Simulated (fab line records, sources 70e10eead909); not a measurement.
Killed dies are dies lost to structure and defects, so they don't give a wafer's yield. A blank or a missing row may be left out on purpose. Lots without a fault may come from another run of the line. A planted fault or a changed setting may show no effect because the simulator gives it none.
fab line records | flow nand_harc
record lots=10 wafers=30 last_day=33
route steps=1302 shown A_CHANNEL_HOLE_D1@467 END@1302
lots that met no fault: from a run of the same line without faults
start_h: hours from the record's first day to the start of the lot's first wafer shown | wait_h: hours since the lot's step before | " the same as in the row above | L1.1+2: a row that stands for several wafers | - no value, or no start given | * or withheld: withheld | < > ~ a bound
route shown NAME@n: a module of which the file shows steps, and the number in the route of the first | usual: mean/standard deviation of fault-free wafers | same: alike in all rows | chamber/n: place in a boat | sites: the reading at each site | _std_site: their standard deviation | _edge_site: outer sites' mean less inner sites' | radius_mm: how far each site lies from the wafer's centre | mask NAME#n: copy n | behind: the tool/chamber that last shaped the wafer | hold: why the lot was held/for how many hours/how that ended | device: the transistor (n, p or np) that didn't switch | end of line: the same wafers' tests at the end of the route | a step without rows: its recipe alone | killed: dies lost to structure and defects at the first sort, not the wafer's yield | map: a wafer's dies, x killed, . not, _ none there
set.NAME: the setting as run; set.NAME@STEP: as run at that earlier step | model.NAME: the simulator's own value behind a step, which no gauge read
steps of the route over a sample of lots; a table a step, a row a wafer
services: from which hour (start_h, from the record's first day; less than 0 if before it) a tool's chamber was out of use, for how many hours, and why
## steps
# step NHARC_A_CHANNEL_HOLE_D1_ETCH_39
# recipe target_depth_a=2600 over_etch_frac=0.3 time_s=325 ion_energy_ev=200 n2_flow_sccm=150 h2_flow_sccm=150 ar_flow_sccm=0 rf_w=400 bias_w=150 chemistry=N2/H2
# usual drypump_motor_current_A=5.7/0.38 oes_product_au=0.999/0.0089 rf_fwd_power_W=399.2/1.2 rf_vpp_V=430.0/2.9 run_length_s=346.1/0.36 showerhead_plenum_p_Torr=2.02/0.1 throttle_valve_pct=14.170/0.01
# same over_etch_frac=0.3
# columns lot.wafer tool chamber start_h wait_h drypump_motor_current_A oes_product_au rf_fwd_power_W rf_hours_counter_h rf_vpp_V run_length_s showerhead_plenum_p_Torr throttle_valve_pct
L847.3 rie_diel-08 1 - - 6.2 0.998 398.1 0 428.5 345.9 1.90 14.178
L847.5 " 0 " " 5.2 1.001 401.2 - 433.5 346.5 2.17 14.178
L847.6 " 1 " " 6.2 1.000 396.8 - 427.4 345.8 1.90 14.162
L848.1 rie_diel-08 1 - - 6.2 0.999 400.4 2 426.7 345.8 1.90 14.168
L848.3 " 2 " " 5.4 1.012 399.4 3 431.9 346.3 2.08 14.169
L848.5 " 2 " " 5.4 1.005 398.3 - 432.6 346.4 2.08 14.162
L852.2 rie_diel-08 3 - - 5.7 0.999 400.7 6 426.1 345.4 1.90 14.168
L852.1 " 0 " " 5.2 1.007 401.6 5 434.4 346.1 2.17 14.172
L852.6 " 2 " " 5.3 0.997 399.7 - 431.8 346.7 2.08 14.180
L853.4 rie_diel-08 1 - - 6.2 0.997 398.8 6 426.3 345.7 1.90 14.169
L853.1 " 3 " " 5.7 1.003 398.0 6 426.3 346.0 1.90 14.145
L853.5 " 1 " " 6.2 1.000 398.1 - 426.7 346.3 1.90 14.169
L854.4 rie_diel-08 2 - - 5.3 1.013 398.8 8 430.1 346.4 2.08 14.190
L854.6 " 2 " " 5.3 1.000 399.2 - 431.7 346.6 2.08 14.171
L854.5 " 3 " " 5.7 1.004 399.0 - 427.4 345.5 1.90 14.173
L856.2 rie_diel-08 0 - - 5.2 1.006 399.5 9 433.9 346.2 2.17 14.188
L856.1 " 2 " " 5.3 1.001 399.7 10 432.1 346.5 2.08 14.167
L856.6 " 0 " " 5.2 1.012 398.8 - 434.2 346.5 2.17 14.166
L865.3 rie_diel-08 2 - - 5.4 0.992 400.0 1 431.1 346.4 2.08 14.178
L865.1 " 3 " " 5.7 1.005 397.6 1 426.4 345.6 1.90 14.154
L865.6 " 2 " " 5.4 0.991 397.8 - 431.8 346.7 2.08 14.177
L866.2 rie_diel-08 3 - - 5.7 1.007 397.4 1 427.1 345.7 1.90 14.181
L866.3 " 0 " " 5.2 1.012 397.5 2 433.0 346.0 2.17 14.161
L866.1 " 1 " " 6.2 1.001 400.7 2 426.3 346.2 1.90 14.135
L867.1 rie_diel-12 2 - - 5.6 1.003 400.8 36 432.0 345.8 2.06 14.185
L867.2 " 0 " " 6.2 1.008 399.9 30 429.1 345.8 1.97 14.170
L867.6 " 2 " " 5.6 0.999 397.3 - 431.5 345.7 2.06 14.170
L868.1 rie_diel-08 3 - - 5.7 0.997 398.0 3 426.4 345.4 1.90 14.168
L868.2 " 1 " " 6.2 1.006 398.2 3 426.7 345.9 1.90 14.173
L868.3 " 2 " " 5.4 0.995 398.0 3 432.8 346.2 2.08 14.166
# step NHARC_A_CHANNEL_HOLE_D1_ETCH_34
# recipe target_depth_a=1540 time_s=77 cf4_flow_sccm=100 chf3_flow_sccm=30 ar_flow_sccm=0 rf_w=500 bias_w=200 chemistry=CF4/CHF3
# usual cf4_flow_sccm=100.01/0.3 chf3_flow_sccm=30.01/0.093 drypump_motor_current_A=5.7/0.39 oes_product_au=0.949/0.021 rf_fwd_power_W=496.1/1.6 rf_vpp_V=370.1/2.6 run_length_s=98.1/0.41 showerhead_plenum_p_Torr=1.56/0.072 throttle_valve_pct=16.803/0.0086
# columns lot.wafer tool chamber start_h wait_h cf4_flow_sccm chf3_flow_sccm drypump_motor_current_A oes_product_au rf_fwd_power_W rf_hours_counter_h rf_vpp_V run_length_s showerhead_plenum_p_Torr throttle_valve_pct
L847.3 rie_diel-08 1 201.94 - 100.26 29.96 6.2 0.960 495.3 1 366.9 97.9 1.48 16.800
L847.6 " 2 " " 99.81 30.05 5.3 0.966 493.9 - 370.8 98.8 1.60 16.804
L847.5 " 3 " " 100.10 30.10 5.7 0.946 496.5 - 367.2 97.7 1.48 16.793
L848.1 rie_diel-08 3 217.17 - 100.36 30.00 5.7 0.956 495.2 3 366.5 97.3 1.48 16.811
L848.3 " 2 " " 99.92 29.98 5.4 0.970 495.8 3 371.1 98.7 1.60 16.799
L848.5 " 0 " " 100.00 30.12 5.2 0.967 494.1 - 373.8 98.1 1.67 16.799
L852.1 rie_diel-08 1 240.47 - 100.15 30.02 6.2 0.970 496.5 5 368.3 97.7 1.48 16.814
L852.2 " 2 " " 100.27 30.10 5.3 0.974 497.0 6 372.1 98.3 1.60 16.799
L852.6 " 2 " " 100.06 30.08 5.3 0.962 496.9 - 372.3 98.8 1.60 16.809
L853.4 rie_diel-08 2 261.59 - 100.53 30.18 5.3 0.930 494.8 7 372.5 98.4 1.60 16.805
L853.1 " 1 " " 100.01 29.98 6.2 0.915 495.6 6 366.1 97.7 1.48 16.803
L853.5 " 2 " " 99.93 30.09 5.4 0.934 493.1 - 371.8 98.3 1.60 16.801
L854.4 rie_diel-08 1 276.01 - 100.08 29.99 6.2 0.922 497.8 7 367.1 97.8 1.48 16.799
L854.5 " 1 " " 99.07 30.04 6.2 0.925 499.6 - 367.9 97.7 1.48 16.821
L854.6 " 2 " " 99.58 30.19 5.4 0.927 496.2 - 370.2 98.3 1.60 16.809
L856.2 rie_diel-08 0 287.36 - 100.45 29.90 5.2 0.932 - 9 373.8 88.5 1.67 16.808
L856.1 " 2 " " 100.08 29.91 5.3 0.931 497.4 10 370.7 98.2 1.60 16.814
L856.6 " 0 " " 99.81 29.98 5.2 0.925 - - 374.7 88.3 1.67 16.808
L865.1 rie_diel-08 3 385.00 - 99.64 30.00 5.7 0.964 494.7 1 367.0 97.4 1.47 16.806
L865.3 " 1 " " 100.02 29.98 6.2 0.977 494.3 1 366.5 98.0 1.47 16.801
L865.6 " 2 " " 100.13 29.82 5.3 0.956 498.2 - 369.5 98.3 1.60 16.800
L866.2 rie_diel-08 3 390.56 - 100.11 29.91 5.7 0.957 495.2 2 366.7 97.4 1.47 16.813
L866.1 " 0 " " 100.23 29.99 5.2 0.962 493.6 2 374.2 98.6 1.66 16.803
L866.3 " 2 " " 99.94 29.91 5.4 0.969 499.2 2 370.8 98.3 1.60 16.809
L867.1 rie_diel-12 2 390.73 - 99.45 30.13 5.6 0.957 494.9 36 372.2 97.6 1.59 16.797
L867.2 " 3 " " 99.55 29.84 6.1 0.963 493.3 38 367.6 98.8 1.49 16.806
L867.6 " 1 " " 99.41 30.22 6.2 0.948 498.0 - 371.6 98.4 1.59 16.799
L868.2 rie_diel-08 0 406.76 - 100.55 29.89 5.2 0.965 499.3 3 373.1 98.8 1.66 16.808
L868.1 " 1 " " 99.90 30.00 6.2 0.994 494.6 3 366.4 97.8 1.47 16.793
L868.3 " 3 " " 100.30 30.04 5.7 0.965 495.7 3 367.6 97.5 1.47 16.802
# step NHARC_A_CHANNEL_HOLE_D1_ETCH_33
# recipe bias_v=400 source_w=2000 pressure_mtorr=25 time_s=90 ar_flow_sccm=375 c4f8_flow_sccm=41.7 o2_flow_sccm=83.3 temp_c=-20 target_depth_a=4000 chemistry=C4F8/O2/Ar
# usual drypump_motor_current_A=5.84/0.11 rf_fwd_power_W=1987/6.7 run_length_s=121.4/0.38 showerhead_plenum_p_Torr=3.65/0.13 throttle_valve_pct=27.619/0.0088
# columns lot.wafer tool chamber start_h wait_h drypump_motor_current_A rf_fwd_power_W rf_hours_counter_h run_length_s showerhead_plenum_p_Torr throttle_valve_pct
L847.3 har_etch-02 1 206.77 0.2 5.95 1985 - 121.0 3.55 27.607
L847.6 " 0 " " 5.85 1995 - 121.6 3.58 27.619
L847.5 " 1 " " 5.97 1986 - 121.2 3.55 27.620
L848.1 har_etch-01 0 221.92 0.2 5.84 1990 111 121.1 3.76 27.610
L848.3 " 1 " " 5.68 1982 - 122.1 3.74 27.609
L848.5 " 1 " " 5.67 1983 - 122.0 3.74 27.606
L852.1 har_etch-02 1 245.22 0.2 5.99 1986 329 121.1 3.54 27.616
L852.2 " 0 " " 5.85 1989 329 121.1 3.56 27.619
L852.6 " 0 " " 5.87 1996 - 121.4 3.57 27.615
L853.1 har_etch-02 0 266.35 0.2 5.86 1984 337 121.0 3.56 27.615
L853.4 " 0 " " 5.87 1984 - 121.8 3.56 27.629
L853.5 " 1 " " 5.98 1988 - 121.3 3.54 27.619
L854.4 har_etch-02 1 283.51 0.2 5.97 1992 - 121.3 3.53 27.634
L854.5 " 1 " " 5.97 1993 - 121.2 3.53 27.635
L854.6 " 0 " " 5.88 1994 - 121.1 3.55 27.623
L856.1 har_etch-01 1 292.12 0.2 5.66 1984 152 121.9 3.72 27.608
L856.2 " 0 " " 5.76 1978 152 121.5 3.74 27.609
L856.6 " 0 " " 5.79 1985 - 121.1 3.74 27.611
L865.1 har_etch-01 0 389.74 0.2 5.83 1975 209 121.3 3.71 27.616
L865.3 " 0 " " 5.81 1978 - 121.3 3.71 27.638
L865.6 " 0 " " 5.79 1979 - 121.6 3.71 27.615
L866.2 har_etch-01 1 398.12 0.2 5.65 1992 217 121.8 3.68 27.621
L866.1 " 0 " " 5.77 1989 217 121.2 3.70 27.607
L866.3 " 1 " " 5.67 1982 - 122.0 3.68 27.618
L867.1 har_etch-02 0 401.68 0.2 5.87 1987 4 121.4 3.98 27.624
L867.2 " 1 " " 5.96 1977 4 121.2 3.98 27.612
L867.6 " 1 " " 5.96 1977 - 121.4 3.98 27.619
L868.2 har_etch-02 0 411.49 0.2 5.88 1994 12 121.2 3.97 27.625
L868.1 " 1 " " 5.98 1988 12 121.6 3.97 27.607
L868.3 " 1 " " 5.97 1980 - 120.9 3.97 27.614
# step NHARC_A_CHANNEL_HOLE_D1_ETCH_44
# recipe target_depth_a=1400 overetch_a=140 time_s=77 ion_energy_ev=100 cf4_flow_sccm=80 o2_flow_sccm=20 ar_flow_sccm=0 rf_w=300 bias_w=100 chemistry=CF4/O2
# usual cf4_flow_sccm=79.98/0.23 drypump_motor_current_A=5.7/0.38 oes_ar_750_au=1.000/0.0048 oes_product_au=0.999/0.0085 rf_fwd_power_W=297.7/1 rf_vpp_V=197.5/1.6 run_length_s=98.1/0.39 showerhead_plenum_p_Torr=1.32/0.064 throttle_valve_pct=13.396/0.0096
# columns lot.wafer tool chamber start_h wait_h cf4_flow_sccm drypump_motor_current_A oes_ar_750_au oes_product_au rf_fwd_power_W rf_hours_counter_h rf_vpp_V run_length_s showerhead_plenum_p_Torr throttle_valve_pct
L847.3 rie_diel-05 2 207.42 0.0 79.64 5.3 1.006 1.003 296.9 43 198.1 98.3 1.34 13.403
L847.5 " 2 " " 79.88 5.4 0.993 1.001 298.6 - 198.6 98.1 1.34 13.408
L847.6 " 3 " " 79.62 5.7 0.995 0.989 299.1 - 198.0 98.5 1.39 13.394
L848.3 rie_diel-08 2 222.70 0.1 79.60 5.4 1.004 1.015 298.2 3 199.8 98.2 1.36 13.410
L848.1 " 3 " " 80.07 5.7 0.995 1.008 298.1 3 195.6 97.3 1.25 13.394
L848.5 " 2 " " 80.04 5.4 0.998 1.010 298.0 - 199.4 98.4 1.36 13.402
L852.2 rie_diel-08 1 245.97 0.1 80.00 6.2 1.004 0.982 299.2 5 195.2 97.7 1.25 13.398
L852.1 " 2 " " 79.75 5.4 0.990 1.006 297.7 6 198.2 98.5 1.36 13.384
L852.6 " 0 " " 80.19 5.2 0.996 1.002 296.8 - 199.3 98.9 1.42 13.405
L853.1 rie_diel-08 3 267.06 0.0 79.66 5.7 0.997 0.995 297.7 7 195.7 97.7 1.25 13.409
L853.4 " 1 " " 79.94 6.2 0.995 0.991 298.4 6 195.0 98.1 1.25 13.382
L853.5 " 0 " " 80.12 5.2 1.002 0.997 298.5 - 199.1 98.1 1.42 13.396
L854.4 rie_diel-08 2 284.22 0.1 79.93 5.3 1.003 0.998 296.9 9 197.5 98.6 1.36 13.394
L854.5 " 3 " " 79.73 5.7 0.995 1.000 296.2 - 195.9 97.3 1.25 13.395
L854.6 " 0 " " 79.88 5.2 1.008 1.006 298.3 - 199.5 98.4 1.42 13.410
L856.1 rie_diel-08 3 292.88 0.1 80.22 5.7 0.998 0.999 297.4 10 198.0 97.5 1.25 13.411
L856.2 " 1 " " 80.49 6.2 1.003 0.986 299.1 10 194.8 97.6 1.25 13.409
L856.6 " 2 " " 79.64 5.4 0.993 1.016 297.6 - 197.9 98.8 1.36 13.388
L865.3 rie_diel-05 3 390.46 0.1 80.08 5.7 1.001 0.979 298.9 45 198.8 97.9 1.38 13.389
L865.1 " 1 " " 79.94 6.1 0.998 0.998 298.2 52 195.6 98.2 1.25 13.395
L865.6 " 2 " " 79.97 5.4 1.001 0.982 297.8 - 196.6 98.3 1.33 13.412
L866.1 rie_diel-08 3 398.87 0.1 79.61 5.6 1.010 0.998 297.4 2 195.1 97.3 1.25 13.399
L866.3 " 0 " " 80.09 5.2 0.994 0.999 295.2 3 199.6 98.3 1.41 13.404
L866.2 " 2 " " 80.07 5.4 1.002 0.999 298.4 2 198.4 98.7 1.36 13.400
L867.1 rie_diel-08 1 402.44 0.1 79.99 6.2 1.002 1.004 295.8 3 195.9 97.9 1.25 13.387
L867.2 " 3 " " 80.11 5.7 0.999 1.009 297.5 2 195.8 97.8 1.25 13.388
L867.6 " 0 " " 80.27 5.2 0.999 1.008 296.5 - 200.0 98.5 1.41 13.407
L868.2 rie_diel-08 2 412.24 0.1 79.94 5.4 0.998 0.995 298.8 3 197.7 99.0 1.36 13.392
L868.3 " 3 " " 80.35 5.7 1.002 1.000 297.3 3 196.0 97.5 1.25 13.390
L868.1 " 0 " " 80.04 5.2 0.997 1.002 296.0 4 200.5 98.0 1.41 13.392
# step NHARC_END_SORT_01
# recipe temp_c=25
# usual killed_at_array=65/19 killed_at_other=0.9/1.1 killed_at_periphery=3.5/2.3 killed_dies=69/19 killed_open=3.2/1.8 killed_short=2.4/1.5
# same gross_dies=677
# columns lot.wafer tool chamber start_h wait_h killed_at_array killed_at_other killed_at_periphery killed_dies killed_open killed_short
L856.1 prober-02 0 676.07 2.5 58 1 1 60 1 3
L856.2 prober-02 0 676.88 2.8 568 1 1 570 2 6
L856.6 prober-02 0 680.12 4.1 561 1 2 564 2 1
# killed by level:class
L856.1 A_SLIT:chamber_film_flake=29 A_CHANNEL_HOLE_D2:chamber_film_flake=14 A_CHANNEL_HOLE_D1:chamber_film_flake=3 A_CONTACT:chamber_film_flake=3 A_CHANNEL_FILL_D1:chamber_film_flake=2 A_WL_FILL:chamber_film_flake=2 A_ONON_D1:geometric_particle:short=1 A_DECK1_JOINT:geometric_particle:short=1
L856.2 A_CHANNEL_HOLE_D1:area_etch=508 A_SLIT:chamber_film_flake=30 A_CHANNEL_HOLE_D2:chamber_film_flake=11 A_CHANNEL_HOLE_D1:chamber_film_flake=6 A_ONON_D2:geometric_particle:short=2 A_ONON_D1:geometric_particle:short=1 A_CHANNEL_HOLE_D1:geometric_particle:short=1 A_CHANNEL_FILL_D1:geometric_particle:short=1
L856.6 A_CHANNEL_HOLE_D1:area_etch=518 A_SLIT:chamber_film_flake=26 A_CHANNEL_HOLE_D2:chamber_film_flake=9 A_CHANNEL_HOLE_D1:chamber_film_flake=3 A_CONTACT:chamber_film_flake=2 P_GATE:geometric_particle:open=1 A_CHANNEL_FILL_D2:geometric_particle:short=1 A_WL_FILL:geometric_particle:open=1
## services
# columns tool chamber start_h hours kind
rie_diel-05 2 179.32 6.6 repair
rie_diel-05 - 180.99 0.5 repair
rie_diel-08 3 181.82 10.5 repair
rie_diel-08 - 190.89 9.0 pm
rie_diel-08 0 190.89 9.0 vent_cycle
rie_diel-08 1 190.89 9.0 vent_cycle
rie_diel-08 2 190.89 9.0 vent_cycle
rie_diel-08 0 199.89 - clean
rie_diel-05 - 230.04 9.0 pm
rie_diel-08 1 246.68 5.4 repair
rie_diel-12 1 264.73 13.7 repair
rie_diel-12 0 270.26 11.8 repair
rie_diel-12 - 270.42 9.0 pm
rie_diel-12 0 294.91 5.3 repair
rie_diel-08 2 297.66 5.6 repair
rie_diel-12 1 314.26 16.4 repair
rie_diel-08 2 331.28 20.0 repair
rie_diel-08 3 335.12 5.8 repair
har_etch-02 - 366.35 0.4 repair
rie_diel-08 - 367.90 9.0 pm
rie_diel-12 - 376.64 0.5 repair
har_etch-02 - 380.70 17.0 pm
rie_diel-12 3 401.05 5.6 repair
rie_diel-05 - 407.07 9.0 pm
## key
first_sign step=NHARC_A_CHANNEL_HOLE_D1_ETCH_34 reading=run_length_s direction=down sigmas=24 usual=* struck=*
effect step=NHARC_END_SORT_01 reading=killed_at_array direction=up sigmas=26 usual=65 struck=564
more_kills_born_at NHARC_A_CHANNEL_HOLE_D1_ETCH_34@rie_diel-08=1026
met_at NHARC_A_CHANNEL_HOLE_D1_ETCH_34
struck_lots L856
struck_wafers L856.2,L856.6
later_rows_left_out L856.2,L856.6
tester_left_out L856
not_acting_at NHARC_A_CHANNEL_HOLE_D1_ETCH_39,NHARC_A_CHANNEL_HOLE_D1_ETCH_33,NHARC_A_CHANNEL_HOLE_D1_ETCH_44
onset_between 217.17 287.36
fault kind=process_parameter_drift tool=rie_diel-08 chamber=0 onset_h=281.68 steps=NHARC_A_CHANNEL_HOLE_D1_ETCH_34 channel=time_s offset=* shape=step end_h=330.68 acts_in=* stated=*
# tester_left_out: of these lots the tester's yield and bins aren't shown, on N5 and GAA mostly nor the transistor test; their killed dies are dies lost to structure and defects alone, not to doping, threshold or leakage, so they don't give the yield
# later_rows_left_out: the simulator's readings of these wafers behind a module that went badly wrong aren't trusted and aren't shown, but for the sort
